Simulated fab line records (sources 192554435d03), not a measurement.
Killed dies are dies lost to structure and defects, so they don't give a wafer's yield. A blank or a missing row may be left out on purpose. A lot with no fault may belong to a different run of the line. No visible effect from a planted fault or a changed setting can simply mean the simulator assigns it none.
Which tool was responsible?	flow n5_finfet	8 lots, 23 wafers sampled, at 5 steps of a route of 1938

== WHAT EACH GAUGE READ, for each wafer ==
N5_BEOL_M4_RC_MEAS_101.
lot	measured	on	ION_P (uA/um)
L483	day 12 07:51	prober-01	460 464
L486	day 12 16:52	prober-02	458 461 460
L493	day 14 05:34	prober-02	523 530 530
L494	day 13 09:17	prober-02	541 523 508
L500	day 15 19:40	prober-02	460 459 464
L501	day 17 04:29	prober-01	460 457 454
L502	day 15 22:50	prober-02	458 466 462
L504	day 16 04:26	prober-02	474 450 460

== WHICH TOOL RAN EACH LOT (tool, then ch and the chambers of the sampled wafers, then the start) ==
lot	N5_DUMMY_GATE_ETCH_37	N5_SPACER0_ALD_07	N5_SPACER0_ALD_08	N5_SD_EPI_N_ETCHBACK_44
L483	rie_diel-02 ch 1,2, day 3 04:05	ald_sin-03 ch 0,2, day 3 05:20	ald_sin-03 ch 0,2, day 3 05:44	rie_diel-04 ch 2,3, day 3 06:48
L486	rie_diel-06 ch 1,2,3, day 4 01:28	ald_sin-02 ch 0,1,2, day 4 02:31	ald_sin-02 ch 0,1,2, day 4 02:55	rie_diel-03 ch 0,1,2, day 4 03:51
L493	rie_diel-02 ch 0,2,3, day 5 19:36	ald_sin-02 ch 1,2,3, day 5 20:39	ald_sin-02 ch 1,2,3, day 5 21:04	rie_diel-03 ch 0,1, day 5 22:29
L494	rie_diel-06 ch 0,2,3, day 5 23:46	ald_sin-01 ch 0,2,3, day 6 00:49	ald_sin-01 ch 0,2,3, day 6 01:14	rie_diel-03 ch 0,3, day 6 02:17
L500	rie_diel-05 ch 0,1,2, day 7 10:44	ald_sin-02 ch 0,3, day 7 12:53	ald_sin-02 ch 0,3, day 7 13:18	rie_diel-01 ch 0,2,3, day 7 14:22
L501	rie_diel-05 ch 0,1,2, day 7 16:47	ald_sin-01 ch 1,3, day 7 17:53	ald_sin-01 ch 1,3, day 7 18:18	rie_diel-03 ch 0,2, day 7 19:47
L502	rie_diel-02 ch 1,2,3, day 8 00:43	ald_sin-02 ch 1,3, day 8 02:11	ald_sin-02 ch 1,3, day 8 02:35	rie_diel-01 ch 1,2,3, day 8 03:39
L504	rie_diel-06 ch 0,1,2, day 8 10:56	ald_sin-01 ch 0,1,2, day 8 12:09	ald_sin-01 ch 0,1,2, day 8 12:34	rie_diel-01 ch 0,2,3, day 8 13:32
- N5_DUMMY_GATE_ETCH_37: etches SOC in N2/H2, target depth 60 nm, overetch 30 nm.
- N5_SPACER0_ALD_07: deposits SiNx, target thk 2 nm.
- N5_SPACER0_ALD_08: deposits SiNx, target thk 2 nm.
- N5_SD_EPI_N_ETCHBACK_44: etches SiNx in CH3F/O2, stops on SiO2, target depth 14.5 nm.

== THE ANSWER, worked out from the rows above alone ==
Rule: the usual values come from the lots themselves. The widest of any qualifying gaps counts: lots, ordered by their means at a reading, are off when they make up no more than a third of the lots, leave a main group of 4 or more, and stand apart from it by 3 or more times the standard deviation of that group's means. A main group is skipped when, at the precision printed for the reading in the tables above, its means are all equal. A lot without any number at a reading at which 4 lots or more have one is off too. All remaining lots with rows at the step are treated as sound.
Off: L493, L494, at N5_BEOL_M4_RC_MEAS_101 (ION_P). The main group: mean 460 uA/um, standard deviation 1.8.
If a tool, at a process step before that reading, ran all the lots that are off and no sound lot after the first of them, it fits. The gauges at N5_BEOL_M4_RC_MEAS_101 are tried like those tools. None of those tried fits.

== WHAT THE SIMULATOR PUT IN ==
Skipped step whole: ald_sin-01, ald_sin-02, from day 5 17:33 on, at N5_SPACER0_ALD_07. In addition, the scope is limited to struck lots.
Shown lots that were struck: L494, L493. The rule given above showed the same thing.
